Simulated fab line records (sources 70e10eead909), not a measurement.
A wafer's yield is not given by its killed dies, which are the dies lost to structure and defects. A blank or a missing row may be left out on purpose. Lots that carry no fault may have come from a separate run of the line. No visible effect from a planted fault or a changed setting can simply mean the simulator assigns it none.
Matching of chambers || flow nandHarc || NHARC_A_CONTACT_STRIP_82 on rieDiel-10 has 4 sister chambers
The step strips in O2. 4 wafers are shown with their chamber, then 10 later ones without.

== EACH WAFER AND ITS CHAMBER ==
{"wafer": "L643.3", "chamber": 2, "showerheadPlenumPTorr (Torr)": 3.71}
{"wafer": "L643.5", "chamber": 3, "showerheadPlenumPTorr (Torr)": 3.47}
{"wafer": "L644.1", "chamber": 0, "showerheadPlenumPTorr (Torr)": 3.54}
{"wafer": "L644.2", "chamber": 1, "showerheadPlenumPTorr (Torr)": 3.58}

== WAFERS MISSING THEIR CHAMBER ==
{"wafer": "L644.5", "showerheadPlenumPTorr (Torr)": 3.58}
{"wafer": "L646.2", "showerheadPlenumPTorr (Torr)": 3.54}
{"wafer": "L646.3", "showerheadPlenumPTorr (Torr)": 3.71}
{"wafer": "L646.5", "showerheadPlenumPTorr (Torr)": 3.54}
{"wafer": "L647.3", "showerheadPlenumPTorr (Torr)": 3.71}
{"wafer": "L647.4", "showerheadPlenumPTorr (Torr)": 3.46}
{"wafer": "L647.5", "showerheadPlenumPTorr (Torr)": 3.71}
{"wafer": "L645.4", "showerheadPlenumPTorr (Torr)": 3.47}
{"wafer": "L645.5", "showerheadPlenumPTorr (Torr)": 3.71}
{"wafer": "L645.6", "showerheadPlenumPTorr (Torr)": 3.46}

== THE CHAMBER EACH PASSED THROUGH ==
{"wafer": "L644.5", "from the rows above": 1, "in truth": 1}
{"wafer": "L646.2", "from the rows above": 0, "in truth": 0}
{"wafer": "L646.3", "from the rows above": 2, "in truth": 2}
{"wafer": "L646.5", "from the rows above": 0, "in truth": 0}
{"wafer": "L647.3", "from the rows above": 2, "in truth": 2}
{"wafer": "L647.4", "from the rows above": 3, "in truth": 3}
{"wafer": "L647.5", "from the rows above": 2, "in truth": 2}
{"wafer": "L645.4", "from the rows above": 3, "in truth": 3}
{"wafer": "L645.5", "from the rows above": 2, "in truth": 2}
{"wafer": "L645.6", "from the rows above": 3, "in truth": 3}
Correct placement for 10 of the 10. Can't be placed from these rows: 0. Placed wrongly: 0.
How it was worked out, from the rows above alone: a wafer's distance from a chamber is the root of the sum, over the readings, of the square of ((its reading less the chamber's mean) divided by the reading's scatter). If the next closest chamber is less than 2 further off than the closest, the wafer can't be placed; otherwise it belongs to the closest. A chamber's mean is the mean of its shown wafers. The scatter (one wafer shown for each chamber): square how far every hidden wafer sits from the nearest shown wafer, average those squares and take the square root.
